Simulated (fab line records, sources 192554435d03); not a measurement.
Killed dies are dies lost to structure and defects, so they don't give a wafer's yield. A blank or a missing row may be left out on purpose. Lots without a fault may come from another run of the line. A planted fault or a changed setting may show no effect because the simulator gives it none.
Split-lot experiment | flow n5_finfet | 7 lots, 39 wafers read, on a route of 1938 steps

THE SPLIT
At N5_ZERO_LAYER_PECVD_02 (deposits SiO2 from SiH4/N2O, target thk 10 nm, time 6 s), the setting time_s was moved away from the recipe's 6 s on 12 of the 39 wafers read, by -20.6% to +56.4%. The other wafers ran this setting at the recipe's value.

The reading is taken at the split's own step.

THE READING
SiO2_of_ZERO_LAYER_PECVD_02.thk_nm (the simulator's own value, which no gauge read), in nm, at N5_ZERO_LAYER_PECVD_02 (deposits SiO2 from SiH4/N2O, target thk 10 nm, time 6 s). The file gives no usual value for it. The 27 wafers here that ran the recipe average 9.988 nm, standard deviation 0.17 nm.

wafer  | tool, chamber at the split | time_s as run, s | against the recipe | SiO2_of_ZERO_LAYER_PECVD_02.thk_nm, nm | against lot-mates on the recipe
L079.1 | pecvd-01, 2                | 6                | recipe             | 9.874                                  | -
L079.2 | pecvd-01, 0,2              | 6                | recipe             | 10.08                                  | -
L079.6 | pecvd-01, 0,2              | 6                | recipe             | 10.08                                  | -
L079.3 | pecvd-01, 1                | 6                | recipe             | 9.961                                  | -
L079.4 | pecvd-01, 1                | 6                | recipe             | 9.79                                   | -
L079.5 | pecvd-01, 0                | 6                | recipe             | 10.19                                  | -
L081.1 | pecvd-03, 1                | 6                | recipe             | 9.93                                   | -
L081.2 | pecvd-03, 0                | 6                | recipe             | 9.823                                  | -
L081.3 | pecvd-03, 2                | 4.763            | -20.6%             | 7.836                                  | -2.128
L081.4 | pecvd-03, 0                | 4.763            | -20.6%             | 8.065                                  | -1.899
L081.5 | pecvd-03, 2                | 6                | recipe             | 10.14                                  | -
L081.6 | pecvd-03, 1                | 4.763            | -20.6%             | 8.101                                  | -1.863
L082.1 | pecvd-01, 1                | 6                | recipe             | 9.849                                  | -
L082.2 | pecvd-01, 2                | 6                | recipe             | 10.09                                  | -
L082.3 | pecvd-01, 0                | 6                | recipe             | 10.1                                   | -
L082.4 | pecvd-01, 1                | 4.903            | -18.3%             | 8.226                                  | -1.787
L082.5 | pecvd-01, 2                | 4.903            | -18.3%             | 8.302                                  | -1.711
L082.6 | pecvd-01, 0                | 4.903            | -18.3%             | 8.361                                  | -1.652
L083.1 | pecvd-03, 1                | 6                | recipe             | 9.689                                  | -
L083.2 | pecvd-03, 2                | 6                | recipe             | 9.888                                  | -
L083.3 | pecvd-03, 0                | 6                | recipe             | 10.14                                  | -
L083.4 | pecvd-03, 2                | 6                | recipe             | 9.91                                   | -
L083.5 | pecvd-03, 0                | 6                | recipe             | 10.26                                  | -
L083.6 | pecvd-03, 1                | 6                | recipe             | 10.02                                  | -
L084.1 | pecvd-04, 0                | 9.385            | +56.4%             | 15.44                                  | +5.699
L084.2 | pecvd-04, 1                | 6                | recipe             | 9.606                                  | -
L084.3 | pecvd-04, 2                | 9.385            | +56.4%             | 15.2                                   | +5.459
L084.4 | pecvd-04, 1                | 6                | recipe             | 9.914                                  | -
L084.5 | pecvd-04, 2                | 6                | recipe             | 9.703                                  | -
L084.6 | pecvd-04, 0                | 9.385            | +56.4%             | 15.56                                  | +5.819
L086.1 | pecvd-01, 2                | 6                | recipe             | 10.09                                  | -
L086.5 | pecvd-01, 0                | 6                | recipe             | 10.17                                  | -
L086.6 | pecvd-01, 2                | 6                | recipe             | 10.14                                  | -
L093.1 | pecvd-03, 2                | 6                | recipe             | 10.08                                  | -
L093.2 | pecvd-03, 1                | 6                | recipe             | 10.01                                  | -
L093.3 | pecvd-03, 0                | 9.226            | +53.8%             | 15.3                                   | +5.217
L093.4 | pecvd-03, 1                | 6                | recipe             | 10.16                                  | -
L093.5 | pecvd-03, 0                | 9.226            | +53.8%             | 15.61                                  | +5.527
L093.6 | pecvd-03, 2                | 9.226            | +53.8%             | 15.54                                  | +5.457
Where a row lists several chambers, the file gives one row for several wafers and doesn't say which wafer went through which chamber.

THE FIT
A straight line over all 39 wafers: SiO2_of_ZERO_LAYER_PECVD_02.thk_nm changes by +0.0983 nm for each +1% of time_s; r = +1.00; the points scatter about the line by 0.17 nm.
The same after taking each lot's own level away (the mean of its wafers on the recipe; 39 wafers): +0.0995 nm for each +1%; r = +1.00; scatter 0.14 nm.
On that fit, the largest move of time_s shifts the reading by 5.6 nm.
The lots' own levels span 9.7410 to 10.1333 nm, that is 2.4 times the standard deviation above.
So the lot-to-lot level changes the slope little: the two slopes agree.
Check: with one of the wafers moved furthest among these (+56.4%) left out of the fit, the line predicts +5.62 nm for it against its lot-mates. It came out at +5.7 nm against them.

THE FILE'S OWN FIT
SiO2_of_ZERO_LAYER_PECVD_02.thk_nm changes by +0.0997 nm for each +1% of time_s, r = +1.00.
